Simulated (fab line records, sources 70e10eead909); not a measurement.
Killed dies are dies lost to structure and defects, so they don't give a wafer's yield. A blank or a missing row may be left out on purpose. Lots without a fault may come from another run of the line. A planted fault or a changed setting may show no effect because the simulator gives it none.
A struck lot beside a sound one | flow nand_harc | 13 steps out of a route of 1302
Sound: wafers L515.1, L515.2, L515.6. Struck: wafer L530.1. (L530.2 of the same lot was not struck and is left out.) The cause comes at the end.
At each step with rows: each side's tool, then ch and its chambers, then its first start. Under that, the readings that differ: sound wafers | struck wafers | difference of the means | sigmas: that difference in standard deviations of wafers without a fault.
alike: readings whose means differ by less than 2 such deviations, and words and numbers that are the same on both sides. not compared: withheld readings, readings that some wafer has no value for, bounds like >300 that may hide the same value, and numbers for which the record gives no deviation and whose values overlap.
The two part at a step that has a row with sigmas, a row that says differs or no value, or rows on one side only. Numbers that don't overlap but have no deviation are shown without sigmas and don't part them. A reading that every wafer of one side lacks parts them only if that side has two wafers or more.

first, 1 step without rows for these wafers: NHARC_A_WL_FILL_RTA_01 (time 5 s).
NHARC_A_WL_FILL_ALD_02: deposits TiN, target thk 2 nm, pulse time 3 s, ald cycles 100.
  sound on ald_metal-02 ch 0,2,3, day 21 01:34; struck on ald_metal-02 ch 2, day 28 01:35
  alike: heater_power_w, precursor_pulse_height_rel
  not compared: ald_cycles
NHARC_A_WL_FILL_CVD_03: deposits W, target thk 40 nm, time 279 s.
  sound on cvd_w-01 ch 0, day 21 01:58; struck on cvd_w-02 ch 0, day 28 02:01
  reading            | sound       | struck | difference | sigmas
  heater_power_w (W) | 385 393 374 | 449    | +65        | +2
  alike: chamber_pressure_Torr, mfc_ar_sccm, throttle_valve_pct
then, 1 step without rows for these wafers: NHARC_A_WL_FILL_ETCHBACK_04 (etches the open film in NF3, target depth 60 nm, time 120 s).
NHARC_A_WL_FILL_ETCHBACK_05: etches the open film in Cl2/BCl3, target depth 22 nm, time 60 s.
  sound on rie_metal-03 ch 0, day 21 03:07; struck on rie_metal-01 ch 1, day 28 02:38
  alike: drypump_motor_current_A, oes_product_au
  not compared: rf_hours_counter_h
NHARC_A_WL_FILL_STRIP_27: strips in N2/H2, time 20 s.
  sound on plasma_asher-01 ch 0,1, day 21 03:19; struck on plasma_asher-01 ch 1, day 28 02:47
  alike: drypump_motor_current_A, heater_power_w
  not compared: rf_hours_counter_h
then, 4 steps without rows for these wafers: NHARC_A_WL_FILL_STRIP_28 (strips in post etch residue remover, time 1200 s); NHARC_A_WL_FILL_PRECLEAN_06 (cleans in DIW, time 300 s); NHARC_A_WL_FILL_SRD_07; NHARC_A_WL_FILL_ANNEAL_08 (time 1800 s).
NHARC_A_WL_FILL_ALD_10: deposits SiO2, target thk 50 nm, pulse time 10 s, ald cycles 500.
  sound on ald_hk-03 ch 0,1,2, day 21 10:22; struck on ald_hk-02 ch 1, day 28 10:54
  reading    | sound       | struck | difference | sigmas
  ald_cycles | 500 500 500 | 566    | +66        |
  alike: heater_power_w, precursor_pulse_height_rel
NHARC_A_WL_FILL_ETCHBACK_16: etches the open film in C4F8/O2/Ar, target depth 120 nm, time 24 s.
  sound on rie_diel-06 ch 1,2; struck on rie_diel-04 ch 1
  alike: oes_product_au, rf_vpp_V
  not compared: rf_hours_counter_h
NHARC_END_SORT_01:
  the record has rows for the sound wafers here (prober-02 ch 0, day 25 00:10) and none for the struck ones

WHERE THEY PART
First at NHARC_A_WL_FILL_CVD_03; last, within this record, at NHARC_END_SORT_01.

WHY: what the simulator had put in
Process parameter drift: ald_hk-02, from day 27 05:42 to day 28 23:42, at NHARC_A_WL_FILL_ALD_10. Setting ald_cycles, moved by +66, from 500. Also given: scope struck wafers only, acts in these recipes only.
